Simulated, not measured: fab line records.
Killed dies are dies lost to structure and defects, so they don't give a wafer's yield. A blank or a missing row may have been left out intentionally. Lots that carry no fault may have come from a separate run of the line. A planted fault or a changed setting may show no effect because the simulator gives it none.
fab line records | flow n5-finfet
record lots=6 wafers=17 last-day=18
route steps=1938 shown BEOL_M4@1069 PASSIVATION@1936
lots that met no fault: taken from a fault-free run of the same line
start-h: the number of hours between the record's first day and the start of the first shown wafer of the lot | wait-h: hours since the lot's step before | " unchanged from the row above | L1.1+2: a row that stands for several wafers | - no value, or no start given | * or withheld: withheld | < > ~ a bound
route shown NAME@n: NAME is a module with steps in the file, n the number in the route of the first one | usual: mean/standard deviation taken from wafers without a fault | same: alike in all rows | chamber/n: place in a boat | sites: per-site readings | _std_site: standard deviation of those values | _edge_site: outer sites' mean less inner sites' | radius-mm: for every site, how far away it sits from the centre of the wafer | mask NAME#n: copy n | behind: the last tool/chamber to shape the wafer | hold: cause of the lot's hold/its duration in hours/its outcome | device: the transistor (n, p or np) that didn't switch | end of line: tests of these same wafers at the route's end | for a step that has no rows: nothing shown but its recipe | killed: count of dies lost to structure and defects at first sort (not the wafer's yield) | map: a wafer's dies, x killed, . not, _ none there
set.NAME: the setting as run; set.NAME@STEP: as run at that earlier step | model.NAME: the simulator's own value behind a step, which no gauge read
a table for each step, a row for each wafer; lots at some steps of the route
services: when a tool's chamber went out of use (start-h, in hours from the record's first day, below 0 if earlier), for how many hours, and the reason
## steps
# step N5_BEOL_M4_STRIP_36
# recipe chemistry=N2/H2 power-w=450 temp-c=40 pressure-mtorr=20 rf-frequency-hz=6e+07 overash-fraction=0.3 bias-power-w=7 h2-frac=0.5 n2-flow-sccm=200 h2-flow-sccm=200
# usual drypump-motor-current-A=5.8/0.53 oes-product-au=0.81/0.085 rf-vpp-V=59.5/1.5 showerhead-plenum-p-Torr=2.60/0.088 throttle-valve-pct=23.5/0.34
# columns lot.wafer tool chamber start-h wait-h drypump-motor-current-A oes-product-au rf-hours-counter-h rf-vpp-V showerhead-plenum-p-Torr throttle-valve-pct
L527.2 rie-diel-03 0 189.07 0.0 5.2 0.89 31 55.0 2.58 23.4
L527.4 " 2 " " 5.0 0.82 - 61.9 2.58 24.2
L527.5 " 1 " " 5.5 0.73 - 59.4 2.63 23.7
L532.2 rie-diel-03 0 212.32 0.0 5.2 0.88 41 61.5 2.58 23.4
L532.3 " 2 " " 5.0 0.82 83 59.0 2.58 24.2
L532.6 " 0 " " 5.2 0.87 - 58.0 2.58 23.4
L534.2 rie-diel-03 3 220.71 0.0 6.0 0.79 114 60.1 2.43 23.3
L534.3 " 0 " " 5.2 0.87 45 58.0 2.58 23.4
L539.2 rie-diel-06 3 263.26 0.0 5.4 0.88 24 60.3 2.69 23.4
L539.3 " 0 " " 5.7 0.69 246 57.7 2.60 23.7
L539.6 " 0 " " 5.7 0.67 - 57.3 2.60 23.8
L546.1 rie-diel-03 2 307.52 0.0 5.0 0.78 123 57.0 2.56 24.3
L546.3 " 1 " " 5.5 0.68 232 59.1 2.61 23.8
L546.5 " 2 " " 5.0 0.77 - 58.8 2.56 24.3
L548.4 rie-diel-06 2 314.95 0.0 6.3 0.93 - 57.3 2.50 23.5
L548.5 " 3 " " 5.4 0.85 - 62.6 2.68 23.5
L548.6 " 0 " " 5.7 0.98 - 57.2 2.60 23.4
# step N5_BEOL_M4_TRENCH_ETCH_37
# recipe chemistry=C4F6/O2 target-depth-a=555.55 target=SiOC time-s=29.2 ion-energy-ev=250 pressure-mtorr=30 source-w=355 bias-w=185 Ar_flow_sccm=300 C4F6_flow_sccm=10 O2_flow_sccm=10
# step N5_BEOL_M4_ETCH_41
# recipe chemistry=CH3F/O2 target=SiCN target-depth-a=299 taper-deg=2 time-s=52.5 ion-energy-ev=120 mask-material=TiN pressure-mtorr=30 source-w=395 bias-w=75 Ar_flow_sccm=150 CH3F_flow_sccm=30 O2_flow_sccm=20
# step N5_BEOL_M4_STRIP_97
# recipe chemistry=N2/H2 time-s=10 power-w=450 temp-c=40 pressure-mtorr=20 rf-frequency-hz=6e+07 bias-power-w=7 n2-flow-sccm=200 h2-flow-sccm=200
# step N5_BEOL_M4_OCD_MEAS_38
# usual trench-depth-nm=56.0/1.1
# columns lot.wafer tool chamber start-h wait-h trench-depth-nm
L527.2 ocd-01 - 189.26 - 54.5
L527.4 " - " " 55.7
L527.5 " - " " 56.0
L532.2 ocd-02 - 212.51 - 54.4
L532.3 " - " " 56.9
L532.6 " - " " 54.7
L534.2 ocd-02 - 220.90 - 56.6
L534.3 " - " " 55.3
L539.2 ocd-01 - 263.46 - 54.8
L539.3 " - " " 56.5
L539.6 " - " " 56.2
L546.1 ocd-01 - 307.72 - 56.1
L546.3 " - " " 55.8
L546.5 " - " " 56.5
L548.4 ocd-01 - 315.13 - 56.1
L548.5 " - " " 54.1
L548.6 " - " " 55.0
# step N5_BEOL_M4_HM_STRIP_39
# recipe chemistry=peroxide-tin-strip material=TiN target-depth-a=250 temp-c=50 time-s=158
# step N5_BEOL_M4_SRD_40
# recipe time-s=30 temp-c=23 rinse-liquid=diw dry=ipa-marangoni
# step N5_BEOL_M4_PRECLEAN_42
# recipe chemistry=residue-remover time-s=60 temp-c=40
# step N5_BEOL_M4_SRD_43
# recipe time-s=30 temp-c=23 rinse-liquid=diw dry=ipa-marangoni
# step N5_BEOL_M4_CD_MEAS_35
# recipe target-cd-nm=18 target-cd-y-nm=22.4 polarity=opening
# usual cd-nm=18.0/0.35
# columns lot.wafer tool chamber start-h wait-h cd-nm
L527.2 cd-sem-01 - 189.42 0.0 18.5
L527.4 " - " " 18.3
L527.5 " - " " 18.0
L532.2 cd-sem-02 - 212.67 0.0 17.8
L532.3 " - " " 18.1
L532.6 " - " " 17.8
L534.2 cd-sem-02 - 221.10 0.0 18.6
L534.3 " - " " 18.1
L539.2 cd-sem-02 - 263.61 0.0 17.8
L539.3 " - " " 18.1
L539.6 " - " " 17.8
L546.1 cd-sem-03 - 307.87 0.0 17.8
L546.3 " - " " 17.3
L546.5 " - " " 17.9
L548.4 cd-sem-02 - 315.28 0.0 18.1
L548.5 " - " " 18.0
L548.6 " - " " 17.5
# step N5_BEOL_M4_DEGAS_44
# recipe ambient=vacuum temp-c=250 time-s=60
# step N5_BEOL_M4_PRE_CLEAN_45
# recipe gas=H2/He time-s=30 temp-c=250
# step N5_BEOL_M4_ALD_84
# recipe material=TaN target-thk-a=* temp-c=275 ald-precursor-family=PDMAT ald-co-reactant=NH3 pressure-torr=3 carrier-flow-sccm=1500 pulse-time-s=2 purge-time-s=3 co-reactant-purge-time-s=2 co-reactant-pulse-time-s=3 ald-cycles=30 precursor-vessel-temp-c=75 precursor-vessel-pressure-torr=26.25 precursor-vessel-carrier-sccm=1000
# usual ald-cycles=30/0 heater-power-w=400/24
# columns lot.wafer tool chamber start-h wait-h ald-cycles heater-power-w since-wet-clean-h model.TaN_of_BEOL_M4_ALD_84.thk-nm
L527.2 ald-metal-01 1 189.56 0.0 30 368 2929 *
L527.4 " 2 " " 30 362 2929 *
L527.5 " 3 " " 30 370 - *
L532.2 ald-metal-03 2 213.13 0.1 30 402 6030 *
L532.3 " 1 " " 42 395 6030 *
L532.6 " 2 " " 30 397 - *
L534.2 ald-metal-03 1 221.33 0.0 30 411 6038 *
L534.3 " 3 " " 42 429 6038 *
L539.2 ald-metal-04 0 264.17 0.0 30 386 1465 *
L539.3 " 1 " " 30 433 1465 *
L539.6 " 2 " " 30 420 - *
L546.1 ald-metal-01 0 308.27 0.1 30 428 3048 *
L546.3 " 2 " " 30 361 3048 *
L546.5 " 1 " " 30 360 - *
L548.4 ald-metal-03 2 316.27 0.2 30 401 - *
L548.5 " 1 " " 30 406 - *
L548.6 " 0 " " 30 382 - *
# step N5_BEOL_M4_SURFACE_TREAT_85
# recipe gas=Ar time-s=* ion-energy-ev=* ion-current-ma-cm2=0.5 pressure-mtorr=* ar-flow-sccm=30
# step N5_BEOL_M4_CVD_47
# recipe material=Co target-thk-a=30 temp-c=withheld precursor=CCTBA/H2 pressure-torr=30 time-s=223.8
# step N5_BEOL_M4_SPUTTER_48
# recipe material=Cu target-thk-a=45 temp-c=-20 chamber-pressure-pa=0.07 power-w=withheld time-s=8.29
# usual substrate-temp-c=-20.01/0.1 throttle-valve-pct=30.4/1.4
# columns lot.wafer tool chamber start-h wait-h substrate-temp-c throttle-valve-pct
L527.2 pvd-sputter-03 - 191.27 0.3 -20.06 31.7
L527.4 " - " " -20.14 28.8
L527.5 " - " " -20.01 28.5
L532.2 pvd-sputter-02 - 213.90 0.1 -20.31 31.0
L532.3 " - " " -20.05 30.2
L532.6 " - " " -20.05 29.2
L534.2 pvd-sputter-02 - 221.78 0.1 -19.92 30.7
L534.3 " - " " -19.97 29.9
L539.2 pvd-sputter-03 - 264.78 0.1 -20.13 32.4
L539.3 " - " " -19.99 31.6
L539.6 " - " " -19.97 28.7
L546.1 pvd-sputter-01 - 309.02 0.4 -19.86 31.3
L546.3 " - " " -19.85 30.3
L546.5 " - " " -19.95 30.3
L548.4 pvd-sputter-03 - 317.03 0.0 -20.17 31.7
L548.5 " - " " -20.19 32.1
L548.6 " - " " -20.01 28.4
# step N5_BEOL_M4_ANNEAL_49
# recipe temp-c=400 time-s=240 ambient=vacuum
# step N5_BEOL_M4_SPUTTER_79
# recipe material=Cu target-thk-a=45 temp-c=-20 chamber-pressure-pa=0.07 power-w=withheld time-s=8.29
# step N5_BEOL_M4_ANNEAL_80
# recipe temp-c=400 time-s=240 ambient=vacuum
# usual heater-power-w=827/100
# columns lot.wafer tool chamber start-h wait-h heater-power-w
L527.2 pvd-sputter-03 - 191.57 0.0 701
L527.4 " - " " 959
L527.5 " - " " 766
L532.2 pvd-sputter-02 - 214.20 0.0 724
L532.3 " - " " 772
L532.6 " - " " 775
L534.2 pvd-sputter-02 - 222.08 0.0 1061
L534.3 " - " " 779
L539.2 pvd-sputter-03 - 265.08 0.0 896
L539.3 " - " " 716
L539.6 " - " " 970
L546.1 pvd-sputter-01 - 309.32 0.0 926
L546.3 " - " " 794
L546.5 " - " " 796
L548.4 pvd-sputter-03 - 317.33 0.0 690
L548.5 " - " " 902
L548.6 " - " " 763
# step N5_BEOL_M4_SPUTTER_81
# recipe material=Cu target-thk-a=45 temp-c=-20 chamber-pressure-pa=0.07 power-w=withheld time-s=8.29
# step N5_BEOL_M4_ANNEAL_82
# recipe temp-c=400 time-s=240 ambient=vacuum
# step N5_BEOL_M4_SPUTTER_86
# recipe material=Cu target-thk-a=45 temp-c=-20 chamber-pressure-pa=0.07 power-w=withheld time-s=8.29
# usual substrate-temp-c=-20.00/0.096 throttle-valve-pct=30.4/1.4
# columns lot.wafer tool chamber start-h wait-h substrate-temp-c throttle-valve-pct
L527.2 pvd-sputter-03 - 191.93 0.1 -20.02 31.5
L527.4 " - " " -20.00 28.9
L527.5 " - " " -19.90 28.7
L532.2 pvd-sputter-02 - 214.56 0.1 -20.04 30.7
L532.3 " - " " -20.09 30.3
L532.6 " - " " -20.10 28.9
L534.2 pvd-sputter-02 - 222.44 0.1 -20.02 30.7
L534.3 " - " " -19.94 30.1
L539.2 pvd-sputter-03 - 265.44 0.1 -19.91 31.9
L539.3 " - " " -20.14 31.8
L539.6 " - " " -19.88 28.8
L546.1 pvd-sputter-01 - 309.68 0.1 -19.97 31.3
L546.3 " - " " -19.96 30.2
L546.5 " - " " -20.04 30.3
L548.4 pvd-sputter-03 - 317.69 0.1 -19.93 31.5
L548.5 " - " " -19.99 32.0
L548.6 " - " " -19.94 28.5
# step N5_BEOL_M4_ANNEAL_87
# recipe temp-c=400 time-s=240 ambient=vacuum
# step N5_BEOL_M4_SPUTTER_88
# recipe material=Cu target-thk-a=45 temp-c=-20 chamber-pressure-pa=0.07 power-w=withheld time-s=8.29
# step N5_BEOL_M4_ANNEAL_89
# recipe temp-c=400 time-s=240 ambient=vacuum
# step N5_BEOL_M4_SPUTTER_90
# recipe material=Cu target-thk-a=45 temp-c=-20 chamber-pressure-pa=0.07 power-w=withheld time-s=8.29
# step N5_BEOL_M4_ANNEAL_91
# recipe temp-c=400 time-s=240 ambient=vacuum
# step N5_BEOL_M4_SPUTTER_92
# recipe material=Cu target-thk-a=45 temp-c=-20 chamber-pressure-pa=0.07 power-w=withheld time-s=8.29
# step N5_BEOL_M4_ANNEAL_93
# recipe temp-c=400 time-s=240 ambient=vacuum
# step N5_BEOL_M4_SPUTTER_94
# recipe material=Cu target-thk-a=45 temp-c=-20 chamber-pressure-pa=0.07 power-w=withheld time-s=8.29
# step N5_BEOL_M4_ANNEAL_95
# recipe temp-c=400 time-s=240 ambient=vacuum
# usual heater-power-w=826/100
# columns lot.wafer tool chamber start-h wait-h heater-power-w
L527.2 pvd-sputter-03 - 192.89 0.0 674
L527.4 " - " " 963
L527.5 " - " " 760
L532.2 pvd-sputter-02 - 215.52 0.0 734
L532.3 " - " " 769
L532.6 " - " " 769
L534.2 pvd-sputter-02 - 223.40 0.0 1091
L534.3 " - " " 784
L539.2 pvd-sputter-03 - 266.40 0.0 895
L539.3 " - " " 690
L539.6 " - " " 944
L546.1 pvd-sputter-01 - 310.64 0.0 942
L546.3 " - " " 806
L546.5 " - " " 818
L548.4 pvd-sputter-03 - 318.65 0.0 705
L548.5 " - " " 849
L548.6 " - " " 763
# step N5_BEOL_M4_SPUTTER_96
# recipe material=Cu target-thk-a=45 temp-c=-20 chamber-pressure-pa=0.07 power-w=withheld time-s=8.29
# step N5_BEOL_M4_ECD_50
# recipe material=Cu target-thk-a=3000
# step N5_BEOL_M4_ANNEAL_51
# recipe temp-c=225 time-s=90 ambient=N2
# step N5_BEOL_M4_CMP_52
# recipe stop-on=SiOC t-overpolish-s=6.8 down-force-psi=1 platen-rpm=50 clearing-platen-down-force-psi=1.5 clearing-platen-rpm=50 post-cmp-clean=cu-alkaline target-thk-nm=40 clearing-platen-pad-velocity-m-s=0.99484 pad-velocity-m-s=0.99484
# step N5_BEOL_M4_THK_MEAS_53
# recipe thk-meas-gauge=xrf reads=Cu_of_BEOL_M4_ECD_50
# usual M4_THK=39.7/1.7
# columns lot.wafer tool chamber start-h wait-h M4_THK[nm]
L527.2 film-metro-01 - 193.82 - 36.9
L527.4 " - " " 39.2
L527.5 " - " " 38.1
L532.2 film-metro-02 - 216.49 - 40.7
L532.3 " - " " 40.4
L532.6 " - " " 41.0
L534.2 film-metro-01 - 224.33 - 38.6
L534.3 " - " " 38.2
L539.2 film-metro-02 - 267.33 - 36.7
L539.3 " - " " 40.3
L539.6 " - " " 40.0
L546.1 film-metro-01 - 311.56 - 40.8
L546.3 " - " " 40.7
L546.5 " - " " 41.9
L548.4 film-metro-01 - 319.63 - 41.6
L548.5 " - " " 37.2
L548.6 " - " " 40.2
# step N5_BEOL_M4_PRE_CLEAN_60
# recipe gas=NH3/H2 time-s=15 temp-c=* rf-power-w=300
# step N5_BEOL_M4_CO_CAP_55
# recipe material=Co target-thk-a=20 temp-c=200 precursor=CCTBA/H2 pressure-torr=30 time-s=102.1
# step N5_BEOL_M4_PRE_CLEAN_56
# recipe gas=NH3 time-s=15 temp-c=withheld rf-power-w=300
# step N5_BEOL_M4_DEP_57
# recipe material=SiCN target-thk-a=80 temp-c=withheld precursor=3MS/NH3 pressure-torr=3 rf-w=202 time-s=14
# step N5_BEOL_M4_RS_MEAS_58
# recipe thk-meas-gauge=four-point-probe reads=Co_of_BEOL_M4_CO_CAP_55+Cu_of_BEOL_M4_ECD_50+Co_of_BEOL_M4_CVD_47+TaN_of_BEOL_M4_ALD_84
# usual M4_RS=0.66/0.035
# columns lot.wafer tool chamber start-h wait-h M4_RS[ohm/sq]
L527.2 film-metro-01 - 194.08 0.1 0.71
L527.4 " - " " 0.66
L527.5 " - " " 0.69
L532.2 film-metro-02 - 216.76 0.1 0.63
L532.3 " - " " 0.64
L532.6 " - " " 0.63
L534.2 film-metro-02 - 224.59 0.1 0.68
L534.3 " - " " 0.69
L539.2 film-metro-02 - 267.59 0.1 0.73
L539.3 " - " " 0.65
L539.6 " - " " 0.66
L546.1 film-metro-02 - 311.88 0.0 0.63
L546.3 " - " " 0.63
L546.5 " - " " 0.61
L548.4 film-metro-01 - 320.02 0.0 0.62
L548.5 " - " " 0.71
L548.6 " - " " 0.64
# step N5_BEOL_M4_INSPECT_59
# recipe inspect-instrument=darkfield mode=post-dep
# usual raw-defect-count=81/27
# columns lot.wafer tool chamber start-h wait-h raw-defect-count
L527.2 defect-inspect-02 - 194.10 0.0 83
L527.4 " - " " 80
L527.5 " - " " 93
L532.2 defect-inspect-02 - 216.79 0.0 136
L532.3 " - " " 85
L532.6 " - " " 77
L534.2 defect-inspect-01 - 224.61 0.0 89
L534.3 " - " " 90
L539.2 defect-inspect-01 - 267.61 0.0 66
L539.3 " - " " 77
L539.6 " - " " 61
L546.1 defect-inspect-01 - 311.91 0.0 50
L546.3 " - " " 61
L546.5 " - " " 55
L548.4 defect-inspect-01 - 320.04 0.0 42
L548.5 " - " " 58
L548.6 " - " " 108
# step N5_BEOL_M4_RC_MEAS_101
# usual CHAIN_V3=234/9.2 CHAIN_V3_max_site=243/10 DIBL_N=35.7/1.5 DIBL_P=35.7/2 IOFF_N=0.155/0.026 IOFF_P=0.20/0.031 ION_N=675/11 ION_P=462/7.1 SS_N=71.3/0.57 SS_P=73.1/0.56 VT_N=250/3 VT_P=-251/3
# columns lot.wafer tool chamber start-h wait-h CHAIN_V3[ohm/link] CHAIN_V3_max_site[ohm/link] DIBL_N[mV/V] DIBL_P[mV/V] IOFF_N[nA/um] IOFF_P[nA/um] ION_N[uA/um] ION_P[uA/um] SS_N[mV/dec] SS_P[mV/dec] VT_N[mV] VT_P[mV]
L527.2 prober-02 0 194.28 0.2 226 235 37.2 37.7 0.195 0.27 681 474 72.1 72.8 244 -245
L527.4 " 0 " " 220 226 34.4 34.7 0.139 0.21 663 460 71.3 73.1 253 -249
L527.5 " 0 " " 231 243 34.9 34.9 0.153 0.22 680 469 71.1 72.8 249 -247
L532.2 prober-01 0 217.64 0.8 235 240 34.0 33.0 0.113 0.15 661 449 70.9 72.8 255 -257
L532.3 " 0 " " 310 322 34.4 34.9 0.131 0.18 680 473 71.6 73.0 252 -256
L532.6 " 0 " " 232 244 36.8 37.2 0.156 0.21 669 461 72.2 74.0 252 -251
L534.2 prober-01 0 224.79 0.2 225 232 35.0 34.1 0.126 0.16 673 459 70.8 72.6 252 -257
L534.3 " 0 " " 315 328 36.4 34.8 0.162 0.18 666 448 71.4 73.7 251 -254
L539.2 prober-02 0 267.79 0.2 252 258 36.0 36.6 0.160 0.20 685 466 71.1 72.7 250 -255
L539.3 " 0 " " 234 240 36.8 38.3 0.181 0.24 685 469 71.4 73.9 247 -249
L539.6 " 0 " " 248 256 36.5 37.4 0.172 0.21 683 464 71.3 73.3 247 -251
L546.1 prober-02 0 311.93 0.0 231 238 36.3 37.6 0.193 0.26 693 474 71.5 73.7 245 -245
L546.3 " 0 " " 238 253 35.5 35.5 0.161 0.22 678 457 71.8 72.8 249 -248
L546.5 " 0 " " 227 233 33.8 34.1 0.143 0.20 677 466 70.8 72.3 250 -251
L548.4 prober-02 0 320.53 0.5 226 233 37.1 38.4 0.175 0.22 669 457 71.6 73.4 249 -252
L548.5 " 0 " " 236 249 35.9 37.9 0.164 0.20 681 462 71.2 73.8 250 -252
L548.6 " 0 " " 254 265 38.2 40.2 0.214 0.26 680 464 72.1 74.0 244 -248
# sites CHAIN_V3 radius-mm=0,75,75,75,75,140,140,140,140
L527.2 214 216 226 217 223 233 227 227 235
L532.2 237 240 237 236 235 219 226 220 226
L534.2 214 220 225 224 225 232 226 219 227
L539.2 258 254 252 258 257 236 240 234 234
L546.1 238 234 235 231 231 224 221 219 224
L548.4 225 226 233 228 229 220 224 227 216
# step N5_PASSIVATION_PROBE_49
# usual defect-limited-yield=91.4/1.5 killed_at_M0_to_M3=34/10 killed_at_M4_up=15/6 killed-at-contacts=12/6 killed-at-front-end=37/11 killed-at-other=3.3/2.8 killed-dies=101/18 killed-open=66/14 killed-short=33/7.8 sort_bin_5_function=5.0/0.97 sort_bin_6_memory=3.2/0.72 sort-n-pass=1079/18 sort-yield-pct=91.4/1.5
# same gross-dies=1180 killed-at-back-side=0 sort_bin_4_leakage[%]=0 sort_bin_8_speed[%]=0
# columns lot.wafer tool chamber start-h wait-h defect-limited-yield[%] killed_at_M0_to_M3 killed_at_M4_up killed-at-contacts killed-at-front-end killed-at-other killed-dies killed-open killed-short sort_bin_5_function[%] sort_bin_6_memory[%] sort-n-pass sort-yield-pct[%]
L534.3 prober-02 - 323.89 0.1 93.2 28 21 2 25 4 80 46 31 3.9 2.5 1100 93.2
L532.2 prober-02 - 330.91 0.1 93.1 22 15 18 26 1 82 51 28 4.1 2.5 1098 93.1
L532.3 prober-02 - 330.96 0.1 91.3 35 9 15 43 1 103 60 37 5.3 3.1 1077 91.3
L532.6 prober-02 - 331.11 0.3 93.6 16 14 18 26 2 76 55 18 4.0 2.3 1104 93.6
L539.2 prober-02 - 386.50 0.1 91.6 38 16 11 32 2 99 64 33 5.3 2.8 1081 91.6
L539.3 prober-02 - 386.55 0.1 91.1 45 24 12 20 4 105 70 32 5.4 3.2 1075 91.1
L539.6 prober-02 - 386.70 0.3 92.6 33 19 5 28 2 87 57 24 4.1 2.5 1093 92.6
L548.4 prober-01 - 430.10 0.2 90.5 20 12 15 61 4 112 77 26 5.6 3.1 1068 90.5
L548.5 prober-01 - 430.15 0.2 90.7 29 17 17 44 3 110 66 41 5.0 4.2 1070 90.7
L548.6 prober-01 - 430.20 0.3 91.9 17 22 15 38 3 95 62 32 4.5 3.1 1085 91.9
# killed by level:class
L534.3 BEOL_M4:geometric-particle:open=9 BEOL_M0_SAQP:geometric-particle:short=8 BEOL_M0_SAQP:geometric-particle:open=8 BEOL_M1:geometric-particle:open=6 STARTING-WAFER:geometric-particle:short=4 BEOL_M5:geometric-particle:open=4 FIN_SAQP:geometric-particle:short=3 STI_FIN_REVEAL:geometric-particle:open=3
L532.2 MOL_CONTACT_COAG:geometric-particle:open=16 BEOL_M0_SAQP:geometric-particle:open=6 FIN_SAQP:geometric-particle:short=5 BEOL_M0_SAQP:geometric-particle:short=5 BEOL_M5:geometric-particle:short=5 BEOL_M1:geometric-particle:open=4 BEOL_M4:geometric-particle:open=3 STI_FIN_REVEAL:geometric-particle:open=3
L532.3 STI_FIN_REVEAL:geometric-particle:open=15 MOL_CONTACT_COAG:geometric-particle:open=13 FIN_SAQP:geometric-particle:short=8 BEOL_M1:geometric-particle:open=8 BEOL_M1:geometric-particle:short=5 BEOL_M2:geometric-particle:open=5 BEOL_M0_SAQP:geometric-particle:short=4 BEOL_M0:geometric-particle:short=4
L532.6 MOL_CONTACT_COAG:geometric-particle:open=14 STI_FIN_REVEAL:geometric-particle:open=7 BEOL_M4:geometric-particle:open=6 DUMMY_GATE:geometric-particle:open=4 MOL_CONTACT_COAG:geometric-particle:short=4 BEOL_M2:geometric-particle:open=4 GATE_CUT:geometric-particle:short=3 BEOL_M0_SAQP:geometric-particle:open=3
L539.2 FIN_SAQP:geometric-particle:open=11 BEOL_M2:geometric-particle:open=11 MOL_CONTACT_COAG:geometric-particle:open=9 FIN_SAQP:geometric-particle:short=8 BEOL_M0_SAQP:geometric-particle:open=8 BEOL_M3:geometric-particle:open=8 BEOL_M4:geometric-particle:open=7 BEOL_M0_SAQP:geometric-particle:short=5
L539.3 BEOL_M4:geometric-particle:open=14 BEOL_M2:geometric-particle:open=11 MOL_CONTACT_COAG:geometric-particle:open=10 BEOL_M0_SAQP:geometric-particle:short=10 BEOL_M0_SAQP:geometric-particle:open=9 BEOL_M1:geometric-particle:open=6 GATE_CUT:geometric-particle:open=4 BEOL_M2:geometric-particle:short=4
L539.6 BEOL_M2:geometric-particle:open=18 BEOL_M5:geometric-particle:open=7 BEOL_M0_SAQP:geometric-particle:short=5 BEOL_M0_SAQP:geometric-particle:open=4 BEOL_M4:geometric-particle:open=4 STARTING-WAFER:geometric-particle:open=4 HKMG_FIN:area-etch=4 GATE_CUT:geometric-particle:short=3
L548.4 STI_FIN_REVEAL:geometric-particle:open=20 MOL_CONTACT_COAG:geometric-particle:open=11 FIN_SAQP:geometric-particle:open=10 HKMG_FIN:area-etch=7 BEOL_M4:geometric-particle:open=6 GATE_CUT:geometric-particle:short=5 BEOL_M1:geometric-particle:open=5 FIN_SAQP:geometric-particle:short=4
L548.5 MOL_CONTACT_COAG:geometric-particle:open=16 FIN_SAQP:geometric-particle:short=11 FIN_SAQP:geometric-particle:open=10 BEOL_M3:geometric-particle:open=7 GATE_CUT:geometric-particle:open=5 GATE_CUT:geometric-particle:short=5 BEOL_M2:geometric-particle:open=5 BEOL_M0_SAQP:geometric-particle:short=4
L548.6 BEOL_M4:geometric-particle:open=11 FIN_SAQP:geometric-particle:open=10 MOL_CONTACT_COAG:geometric-particle:open=9 GATE_CUT:geometric-particle:short=8 MOL_CONTACT_COAG:geometric-particle:short=6 BEOL_M3:geometric-particle:open=5 FIN_SAQP:geometric-particle:short=4 BEOL_M2:geometric-particle:open=4
## services
# columns tool chamber start-h hours kind
rie-diel-06 2 169.03 5.1 repair
pvd-sputter-03 - 178.36 1.0 repair
rie-diel-06 - 183.10 0.2 repair
rie-diel-03 3 184.82 4.3 repair
ald-metal-01 1 197.34 11.4 repair
rie-diel-06 2 200.19 - clean
rie-diel-06 2 200.19 - consumable-replace:focus-ring
rie-diel-06 2 200.19 17.7 scheduled-down
rie-diel-06 2 200.19 17.7 vent-cycle
rie-diel-06 - 233.19 15.6 pm
ald-metal-03 2 235.99 3.8 repair
rie-diel-06 3 251.02 9.4 repair
rie-diel-03 3 259.60 4.2 repair
rie-diel-06 0 263.94 4.2 repair
ald-metal-03 - 272.48 2.8 pm
rie-diel-06 - 277.23 4.3 pm
rie-diel-06 0 284.94 - clean
rie-diel-06 0 284.94 - consumable-replace:focus-ring
rie-diel-06 0 284.94 15.1 scheduled-down
rie-diel-06 0 284.94 15.1 vent-cycle
ald-metal-04 3 292.83 2.8 repair
rie-diel-03 0 303.24 7.5 repair
rie-diel-06 2 309.91 2.8 repair
rie-diel-06 1 313.78 - clean
## key
first-sign step=N5_BEOL_M4_ALD_84 reading=ald-cycles direction=up sigmas=99+ usual=* struck=*
effect step=N5_BEOL_M4_RC_MEAS_101 reading=CHAIN_V3 direction=up sigmas=8.6 usual=234 struck=312
effect step=N5_BEOL_M4_RC_MEAS_101 reading=CHAIN_V3_max_site direction=up sigmas=8.1 usual=243 struck=325
model-effect step=N5_BEOL_M4_ALD_84 value=TaN_of_BEOL_M4_ALD_84.thk-nm without=* struck=*
met-at N5_BEOL_M4_ALD_84
struck-wafers L532.3,L534.3
fault kind=process-parameter-drift tool=ald-metal-03 chamber=- onset-h=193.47 steps=N5_BEOL_M4_ALD_84 channel=ald-cycles offset=* shape=step end-h=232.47 scope=struck-wafers-only acts-in=* stated=*
